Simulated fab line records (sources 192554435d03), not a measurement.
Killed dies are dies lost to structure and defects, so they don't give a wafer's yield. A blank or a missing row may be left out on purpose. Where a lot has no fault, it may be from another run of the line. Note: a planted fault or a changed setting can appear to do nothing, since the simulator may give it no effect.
Which tool is to blame?	flow n5 finfet	32 wafers sampled from 11 lots at 1 step of a route of 1938

## WHAT EACH GAUGE READ, for each wafer
N5_BEOL_M5_INSPECT_30: inspects for defects (brightfield).
lot	measured	on	raw defect count
L196	day 8 00:05	defect inspect-01	450 281 464
L197	day 8 05:53	defect inspect-02	367 415 250
L198	day 8 19:21	defect inspect-01	457 482
L199	day 9 00:23	defect inspect-02	343 373 436
L201	day 9 07:22	defect inspect-02	386 544 496
L208	day 11 23:06	defect inspect-01	386 328 480
L209	day 12 01:43	defect inspect-01	331 503 444
L213	day 13 01:42	defect inspect-02	482 553 373
L216	day 14 03:56	defect inspect-01	408 449 410
L218	day 14 04:17	defect inspect-02	318 348 320
L219	day 14 13:24	defect inspect-01	454 409 293

## EACH LOT AND THE TOOL THAT RAN IT (in order: tool; ch and the chambers of the sampled wafers; start)
Before these readings, the record contains no process step.

## WHAT THE TOOLS THEMSELVES READ (means of the sampled wafers that have a number; where no wafer has one, the mark that the record gives instead)
The record holds no such reading with a usual standard deviation.

## THE ANSWER, worked out from the rows above alone
Rule: what is usual is taken from the lots themselves. The widest of any qualifying gaps counts: lots, ordered by their means at a reading, are off when they make up no more than a third of the lots, leave a main group of 4 or more, and stand apart from it by 3 or more times the standard deviation of that group's means. Not used: any main group whose means are identical at the precision the tables above print for the reading. A lot without any number at a reading at which 4 lots or more have one is off too. Where the step has rows for the other lots, those lots are counted as sound. First the gauges in route order, then the tools' own readings, where a lot's mean is used as printed above. The first step at which some lot is off is used, and at that step the reading that is off furthest; a lot without a number counts as furthest.
Nothing can be told from this: no lot is off at any reading shown.

## WHAT WAS PUT IN BY THE SIMULATOR
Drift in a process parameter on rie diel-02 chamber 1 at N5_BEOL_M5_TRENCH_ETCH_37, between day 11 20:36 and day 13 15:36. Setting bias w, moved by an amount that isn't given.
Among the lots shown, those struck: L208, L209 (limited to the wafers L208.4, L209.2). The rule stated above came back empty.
